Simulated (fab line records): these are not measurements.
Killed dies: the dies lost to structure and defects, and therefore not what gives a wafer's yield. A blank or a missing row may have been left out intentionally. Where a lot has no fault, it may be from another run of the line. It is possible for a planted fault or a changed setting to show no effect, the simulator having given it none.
Split-lot study ; flow n5 finfet ; on a route of 1938 steps: 7 lots, 21 wafers read

THE SPLIT
At N5_ZERO_LAYER_EXPOSE_08 (exposes mask ZERO, defocus 0 nm, target cd 2000 nm), the setting dose mj was moved away from the recipe's 16.2 on 7 of the 21 wafers read, by -5.4% to +7.3%. The other wafers ran this setting at the recipe's value.

FROM THE SPLIT TO THE READING: what the file shows between them, 2 steps
- N5_ZERO_LAYER_DEVELOP_10: develop time 60 s (also split here: develop time s)
- N5_ZERO_LAYER_HARDBAKE_23: time 120 s

THE READING
cd nm (nm) at N5_ZERO_LAYER_CD_MEAS_11, where the cd target is 2000 nm. Typical for fault-free wafers on this fab line: 2000.2 nm, with standard deviation 1.7 nm.

wafer;tool, chamber at the split;dose mj as run;against the recipe;cd nm, nm;against lot-mates on the recipe
L079.1;krf scanner-02, 0;15.32;-5.4%;1991.8;-12.6
L079.2;krf scanner-02, 0;16.2;recipe;2003.8;-
L079.6;krf scanner-02, 0;16.2;recipe;2005.0;-
L080.2;krf scanner-01, 0;17.37;+7.2%;2012.8;+15.0
L080.3;krf scanner-01, 0;16.2;recipe;1997.8;-
L080.5;krf scanner-01, 0;17.37;+7.2%;2016.8;+19.0
L082.2;krf scanner-02, 0;17.39;+7.3%;2014.6;+14.9
L082.3;krf scanner-02, 0;17.39;+7.3%;2014.8;+15.1
L082.5;krf scanner-02, 0;16.2;recipe;1999.7;-
L085.1;krf scanner-02, 0;16.2;recipe;2002.4;-
L085.2;krf scanner-02, 0;16.2;recipe;2002.0;-
L085.5;krf scanner-02, 0;16.54;+2.1%;2005.5;+3.3
L093.2;krf scanner-02, 0;16.2;recipe;1998.8;-
L093.4;krf scanner-02, 0;16.2;recipe;1998.8;-
L093.5;krf scanner-02, 0;16.2;recipe;1999.7;-
L094.1;krf scanner-01, 0;16.2;recipe;2000.2;-
L094.3;krf scanner-01, 0;16.2;recipe;1997.3;-
L094.5;krf scanner-01, 0;16.2;recipe;1998.6;-
L097.2;krf scanner-01, 0;16.2;recipe;1999.2;-
L097.3;krf scanner-01, 0;16.2;recipe;1999.2;-
L097.6;krf scanner-01, 0;16.96;+4.7%;2009.1;+9.9

THE FIT
A straight line over all 21 wafers: cd nm changes by +1.92 nm for each +1% of dose mj; r = +0.95; the points scatter about the line by 2.1 nm.
The same after taking each lot's own level away (the mean of its wafers on the recipe; 21 wafers): +2.21 nm for each +1%; r = +0.99; scatter 1 nm.
On that fit, the largest move of dose mj shifts the reading by 16 nm.
The lots' own levels span 1997.80 to 2004.40 nm, that is 3.9 times the standard deviation above.
So the lot-to-lot level changes the slope: the two fits differ.
Check: +16.4 nm against its lot-mates is what the line predicts for one of the wafers moved furthest among these (+7.3%) when that wafer is left out of the fit. Against them it came out at +14.9 nm.

ADDITIONAL SPLITS CARRIED BY THESE WAFERS
These wafers also went through other splits before the reading. Each is held against what the fit with the lots' levels taken away leaves over:
other split on the same wafers;wafers away from the commonest value;r with cd nm (lot level and that fit taken away)
N5_ZERO_LAYER_DEVELOP_10 develop time s;3;+0.41

THE WHOLE CHAIN: every reading that the file lists as answering this split, in the file's order
step;what it does;reading;change (the file's fit);r (the file's)
N5_ZERO_LAYER_CD_MEAS_11;target cd 2000 nm;cd nm;+2.19 nm for each +1% of the setting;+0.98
N5_ZERO_LAYER_DESCUM_16;chemistry O2, time 7.9 s;ZERO_LAYER.cd nm (the simulator's own value, which no gauge read);+2.19 nm for each +1% of the setting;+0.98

THE FILE'S OWN FIT
cd nm changes by +2.19 nm for each +1% of dose mj, r = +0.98.
